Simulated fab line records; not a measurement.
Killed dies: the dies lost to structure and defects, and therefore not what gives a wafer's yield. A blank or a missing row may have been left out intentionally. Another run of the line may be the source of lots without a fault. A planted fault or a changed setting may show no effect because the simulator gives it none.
Which tool did it? | flow nand_harc | 72 wafers from 24 lots sampled at 4 of the route's 1159 steps

## WHAT THE GAUGES READ, wafer by wafer
NHARC_A_SOURCE_PLATE_THK_MEAS_09: measures by ellipsometry. Usual: thk_nm 9.9 nm, standard deviation 1.1.
lot  | measured     | on            | thk_nm (nm)    | flag
L074 | day 6 14:57  | film_metro-02 | 8.7 10.4 9.5   |
L075 | day 7 07:32  | film_metro-01 | 11.1 11.1 9.8  |
L076 | day 7 07:32  | film_metro-02 | 12.5 9.8 10.5  |
L077 | day 8 00:27  | film_metro-01 | 9.6 10.8 8.8   |
L078 | day 8 00:28  | film_metro-02 | 10.5 9.8 10.5  |
L079 | day 8 08:09  | film_metro-02 | 11.1 11.0 10.6 |
L080 | day 8 17:23  | film_metro-02 | 10.1 9.9 7.5   |
L081 | day 8 17:23  | film_metro-01 | 10.8 9.9 8.8   |
L083 | day 9 02:38  | film_metro-02 | 11.6 9.7 9.4   |
L082 | day 9 02:38  | film_metro-01 | 10.8 9.0 9.4   |
L085 | day 10 00:35 | film_metro-02 | 9.8 9.0 9.9    |
L086 | day 10 10:52 | film_metro-02 | 9.2 11.3 10.4  |
L087 | day 10 10:52 | film_metro-01 | 10.7 9.0 8.7   |
L084 | day 10 17:02 | film_metro-02 | 10.3 8.5 11.8  |
L088 | day 10 23:22 | film_metro-01 | 11.0 10.2 10.4 |
L089 | day 10 23:22 | film_metro-02 | 10.6 10.8 8.0  |
L090 | day 11 06:48 | film_metro-02 | 10.3 9.6 8.3   |
L094 | day 11 16:06 | film_metro-01 | 10.9 8.9 8.3   |
L093 | day 11 16:06 | film_metro-02 | 10.6 10.2 9.3  |
L091 | day 11 16:06 | film_metro-02 | 10.5 10.9 8.9  |
L092 | day 11 22:08 | film_metro-01 | 11.2 10.2 11.8 |
L096 | day 12 07:50 | film_metro-01 | 8.8 10.2 10.5  |
L095 | day 12 07:52 | film_metro-02 | 8.0 8.7 10.6   |
L097 | day 12 11:55 | film_metro-01 | 10.4 10.2 10.5 |

NHARC_A_CHANNEL_FILL_D1_INSPECT_13. Usual: raw_defect_count 308, standard deviation 150.
lot  | measured     | on                | raw_defect_count | flag
L074 | day 10 14:56 | defect_inspect-02 | 140 241 597      |
L075 | day 11 03:03 | defect_inspect-01 | 242 328 196      |
L076 | day 11 02:56 | defect_inspect-01 | 341 418 298      |
L077 | day 11 15:15 | defect_inspect-02 | 113 263 374      |
L078 | day 11 15:13 | defect_inspect-01 | 199 321 295      |
L079 | day 12 00:25 | defect_inspect-02 | 281 287 408      |
L080 | day 12 05:26 | defect_inspect-01 | 260 246 147      |
L081 | day 12 05:26 | defect_inspect-02 | 374 384 235      |
L083 | day 13 01:31 | defect_inspect-01 | 277 243 201      |
L082 | day 13 01:41 | defect_inspect-01 | 291 415 463      |
L085 | day 13 15:23 | defect_inspect-01 | 339 305 338      |
L086 | day 14 00:36 | defect_inspect-01 | 183 227 208      |
L087 | day 14 00:35 | defect_inspect-01 | 326 206 217      |
L084 | day 14 08:50 | defect_inspect-01 | 169 392 180      |
L088 | day 14 13:35 | defect_inspect-01 | 410 576 532      |
L089 | day 14 08:38 | defect_inspect-01 | 278 305 154      |
L090 | day 14 19:28 | defect_inspect-01 | 563 469 802      |
L094 | day 15 07:17 | defect_inspect-01 | 304 195 259      |
L093 | day 15 06:57 | defect_inspect-01 | 243 299 232      |
L091 | day 15 07:07 | defect_inspect-01 | 176 226 210      |
L092 | day 15 14:23 | defect_inspect-02 | 294 144 368      |
L096 | day 16 02:04 | defect_inspect-02 | 221 216 340      |
L095 | day 16 13:52 | defect_inspect-01 | 355 419 648      |
L097 | day 16 09:11 | defect_inspect-02 | 154 273 215      |

## WHICH TOOL RAN EACH LOT (tool, then ch and the chambers of the sampled wafers, then the start)
lot  | NHARC_A_CHANNEL_HOLE_D1_ETCH_26  | NHARC_A_CHANNEL_FILL_D1_ALD_03
L074 | har_etch-02 ch 0,1, day 8 03:59  | ald_sin_batch-01 ch 0, day 10 14:56 or earlier
L075 | har_etch-02 ch 1, day 8 20:44    | ald_sin_batch-03 ch 0, day 11 03:03 or earlier
L076 | har_etch-01 ch 0, day 8 21:07    | ald_sin_batch-03 ch 0, day 11 02:56 or earlier
L077 | har_etch-02 ch 0,1, day 9 10:24  | ald_sin_batch-02 ch 0, day 11 15:15 or earlier
L078 | har_etch-01 ch 0,1, day 9 11:23  | ald_sin_batch-02 ch 0, day 11 15:13 or earlier
L079 | har_etch-01 ch 0,1, day 9 18:59  | ald_sin_batch-02 ch 0, day 12 00:25 or earlier
L080 | har_etch-01 ch 0,1, day 10 03:35 | ald_sin_batch-02 ch 0, day 12 05:26 or earlier
L081 | har_etch-02 ch 0,1, day 10 02:59 | ald_sin_batch-02 ch 0, day 12 05:26 or earlier
L083 | har_etch-02 ch 0,1, day 10 20:24 | ald_sin_batch-03 ch 0, day 13 01:31 or earlier
L082 | har_etch-01 ch 0,1, day 10 21:31 | ald_sin_batch-03 ch 0, day 13 01:41 or earlier
L085 | har_etch-02 ch 1, day 11 12:38   | ald_sin_batch-01 ch 0, day 13 15:23 or earlier
L086 | har_etch-02 ch 0,1, day 11 22:24 | ald_sin_batch-02 ch 0, day 14 00:36 or earlier
L087 | har_etch-01 ch 0,1, day 11 23:32 | ald_sin_batch-02 ch 0, day 14 00:35 or earlier
L084 | har_etch-02 ch 0,1, day 12 06:41 | ald_sin_batch-02 ch 0, day 14 08:50 or earlier
L088 | har_etch-02 ch 0,1, day 12 10:52 | ald_sin_batch-01 ch 0, day 14 13:35 or earlier
L089 | har_etch-01 ch 0,1, day 12 07:00 | ald_sin_batch-02 ch 0, day 14 08:38 or earlier
L090 | har_etch-01 ch 0,1, day 12 17:15 | ald_sin_batch-01 ch 0, day 14 19:28 or earlier
L094 | har_etch-01 ch 0,1, day 13 02:46 | ald_sin_batch-03 ch 0, day 15 07:17 or earlier
L093 | har_etch-02 ch 0,1, day 13 01:41 | ald_sin_batch-03 ch 0, day 15 06:57 or earlier
L091 | har_etch-02 ch 0,1, day 13 05:55 | ald_sin_batch-01 ch 0, day 15 07:07 or earlier
L092 | har_etch-01 ch 0,1, day 13 10:57 | ald_sin_batch-01 ch 0, day 15 14:23 or earlier
L096 | har_etch-02 ch 0,1, day 13 23:35 | ald_sin_batch-01 ch 0, day 16 02:04 or earlier
L095 | har_etch-02 ch 0,1, day 14 07:55 | ald_sin_batch-02 ch 0, day 16 13:52 or earlier
L097 | har_etch-02 ch 0,1, day 14 03:46 | ald_sin_batch-02 ch 0, day 16 09:11 or earlier
- NHARC_A_CHANNEL_HOLE_D1_ETCH_26: etches the open film in C4F8/O2/Ar, time 224.1 s, target depth 300 nm.
- NHARC_A_CHANNEL_FILL_D1_ALD_03: deposits SiNx, target thk 6 nm, pulse time 60 s, ald cycles 58.

## WHAT THE TOOLS THEMSELVES READ (means of the sampled wafers that have a number; where no wafer has one, the mark that the record gives instead)
NHARC_A_CHANNEL_HOLE_D1_ETCH_26. Usual: drypump_motor_current_A 5.8 A, standard deviation 0.45; showerhead_plenum_p_Torr 3.889 Torr, standard deviation 0.025; throttle_valve_pct 24.582 %, standard deviation 0.0091.
lot  | tool        | drypump_motor_current_A (A) | showerhead_plenum_p_Torr (Torr) | throttle_valve_pct (%) | flag
L074 | har_etch-02 | 6.0                         | 3.929                           | 24.586                 |
L075 | har_etch-02 | 5.2                         | 3.926                           | 24.581                 |
L076 | har_etch-01 | 5.8                         | 3.877                           | 24.574                 |
L077 | har_etch-02 | 5.9                         | 3.923                           | 24.578                 |
L078 | har_etch-01 | 5.9                         | 3.874                           | 24.583                 |
L079 | har_etch-01 | 5.9                         | 3.872                           | 24.587                 |
L080 | har_etch-01 | 5.9                         | 3.869                           | 24.577                 |
L081 | har_etch-02 | 5.6                         | 3.919                           | 24.578                 |
L083 | har_etch-02 | 5.6                         | 3.915                           | 24.583                 |
L082 | har_etch-01 | 5.9                         | 3.865                           | 24.585                 |
L085 | har_etch-02 | 5.2                         | 3.911                           | 24.576                 |
L086 | har_etch-02 | 5.6                         | 3.907                           | 24.579                 |
L087 | har_etch-01 | 5.9                         | 3.859                           | 24.584                 |
L084 | har_etch-02 | 5.6                         | 3.905                           | 24.587                 |
L088 | har_etch-02 | 5.9                         | 3.902                           | 24.589                 |
L089 | har_etch-01 | 5.9                         | 3.857                           | 24.577                 |
L090 | har_etch-01 | 5.9                         | 3.854                           | 24.582                 |
L094 | har_etch-01 | 5.9                         | 3.852                           | 24.574                 |
L093 | har_etch-02 | 6.0                         | 3.899                           | 24.581                 |
L091 | har_etch-02 | 5.6                         | 3.897                           | 24.582                 |
L092 | har_etch-01 | 5.9                         | 3.848                           | 24.590                 |
L096 | har_etch-02 | 5.6                         | 3.893                           | 24.595                 |
L095 | har_etch-02 | 6.0                         | 3.888                           | 24.588                 |
L097 | har_etch-02 | 6.0                         | 3.891                           | 24.583                 |

NHARC_A_CHANNEL_FILL_D1_ALD_03. Usual: precursor_pulse_height_rel 0.999, standard deviation 0.019.
lot  | tool             | precursor_pulse_height_rel | flag
L074 | ald_sin_batch-01 | 1.009                      |
L075 | ald_sin_batch-03 | 1.007                      |
L076 | ald_sin_batch-03 | 1.008                      |
L077 | ald_sin_batch-02 | 0.992                      |
L078 | ald_sin_batch-02 | 0.997                      |
L079 | ald_sin_batch-02 | 0.991                      |
L080 | ald_sin_batch-02 | 0.989                      |
L081 | ald_sin_batch-02 | 0.985                      |
L083 | ald_sin_batch-03 | 0.990                      |
L082 | ald_sin_batch-03 | 1.005                      |
L085 | ald_sin_batch-01 | 0.990                      |
L086 | ald_sin_batch-02 | 1.002                      |
L087 | ald_sin_batch-02 | 1.002                      |
L084 | ald_sin_batch-02 | 1.017                      |
L088 | ald_sin_batch-01 | 0.998                      |
L089 | ald_sin_batch-02 | 1.016                      |
L090 | ald_sin_batch-01 | 0.990                      |
L094 | ald_sin_batch-03 | 1.004                      |
L093 | ald_sin_batch-03 | 0.987                      |
L091 | ald_sin_batch-01 | 0.998                      |
L092 | ald_sin_batch-01 | 1.019                      |
L096 | ald_sin_batch-01 | 1.002                      |
L095 | ald_sin_batch-02 | 0.989                      |
L097 | ald_sin_batch-02 | 0.978                      |

## THE ANSWER, worked out from the rows above alone
Rule: a lot counts as off when the mean over its wafers that have a number is more than 3 standard deviations away from the usual mean. A lot without any number at a reading at which 4 lots or more have one is off too. The other lots that the step has rows for count as sound. After the gauges, taken in route order, come the tools' own readings; for these a lot's mean is taken, as printed above. At the first step where some lot is off, the reading lying furthest off is the one used; lots without a number count as furthest.
Across all readings shown, no lot is off: no conclusion can be drawn from this.

## WHAT WAS PUT IN BY THE SIMULATOR
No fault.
